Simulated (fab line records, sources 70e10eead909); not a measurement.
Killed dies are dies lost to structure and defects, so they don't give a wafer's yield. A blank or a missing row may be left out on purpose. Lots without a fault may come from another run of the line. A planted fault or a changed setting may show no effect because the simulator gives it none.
Chamber matching | flow nand_harc | NHARC_A_BLC_STRIP_21 on rie_diel-04: 4 sister chambers
The step strips in O2. 20 wafers are shown with their chamber, then 10 later ones without.

WAFERS WITH THEIR CHAMBER
wafer  | chamber | showerhead_plenum_p_Torr (Torr) | drypump_motor_current_A (A) | oes_product_au (a.u.)
L075.3 | 1       | 3.74                            | 5.3                         | 1.007
L075.4 | 3       | 3.55                            | 6.5                         | 0.997
L075.5 | 2       | 3.53                            | 5.3                         | 0.987
L079.2 | 0       | 3.72                            | 5.4                         | 1.009
L079.3 | 3       | 3.55                            | 6.5                         | 1.012
L079.6 | 2       | 3.53                            | 5.3                         | 0.991
L078.3 | 1       | 3.74                            | 5.2                         | 1.014
L078.4 | 0       | 3.72                            | 5.4                         | 1.002
L078.5 | 3       | 3.55                            | 6.5                         | 1.014
L081.1 | 2       | 3.53                            | 5.3                         | 1.000
L081.2 | 1       | 3.74                            | 5.3                         | 1.009
L081.6 | 0       | 3.72                            | 5.4                         | 1.002
L084.1 | 3       | 3.55                            | 6.5                         | 1.004
L084.5 | 1       | 3.74                            | 5.2                         | 0.999
L084.6 | 2       | 3.53                            | 5.3                         | 0.982
L091.1 | 2       | 3.53                            | 5.3                         | 0.996
L091.5 | 0       | 3.72                            | 5.4                         | 1.011
L091.6 | 1       | 3.74                            | 5.3                         | 1.003
L093.2 | 2       | 3.53                            | 5.3                         | 1.006
L093.3 | 3       | 3.54                            | 6.5                         | 1.013

SIGNATURES (means of the wafers above)
reading                  | chamber 0 | chamber 1 | chamber 2 | chamber 3 | scatter within a chamber
showerhead_plenum_p_Torr | 3.7200    | 3.7400    | 3.5300    | 3.5480    | 0.00224
drypump_motor_current_A  | 5.400     | 5.260     | 5.300     | 6.500     | 0.0274
oes_product_au           | 1.00600   | 1.00640   | 0.99367   | 1.00800   | 0.00706
Rule: a wafer's distance from a chamber is the root of the sum, over the readings, of the square of ((its reading less the chamber's mean) divided by the reading's scatter). The wafer belongs to the nearest chamber; if the next one is less than 2 further off, it can't be placed. The scatter: the root of (the sum of the squares of (reading less its chamber's mean) over the shown wafers, divided by (wafers less chambers)).

WAFERS WITHOUT THEIR CHAMBER
wafer  | showerhead_plenum_p_Torr (Torr) | drypump_motor_current_A (A) | oes_product_au (a.u.)
L093.6 | 3.53                            | 5.3                         | 0.999
L094.1 | 3.72                            | 5.4                         | 1.011
L094.3 | 3.53                            | 5.3                         | 1.008
L094.5 | 3.54                            | 6.5                         | 1.016
L096.1 | 3.54                            | 6.5                         | 1.018
L096.2 | 3.53                            | 5.3                         | 1.006
L096.3 | 3.72                            | 5.4                         | 1.012
L095.3 | 3.54                            | 6.5                         | 1.026
L095.5 | 3.53                            | 5.3                         | 0.999
L095.6 | 3.54                            | 6.5                         | 1.017

WHICH CHAMBER EACH WENT THROUGH
wafer  | from the rows above | in truth
L093.6 | 2                   | 2
L094.1 | 0                   | 0
L094.3 | 2                   | 2
L094.5 | 3                   | 3
L096.1 | 3                   | 3
L096.2 | 2                   | 2
L096.3 | 0                   | 0
L095.3 | 3                   | 3
L095.5 | 2                   | 2
L095.6 | 3                   | 3
Placed correctly: 10 of 10. Can't be placed from these rows: 0. Placed wrongly: 0.
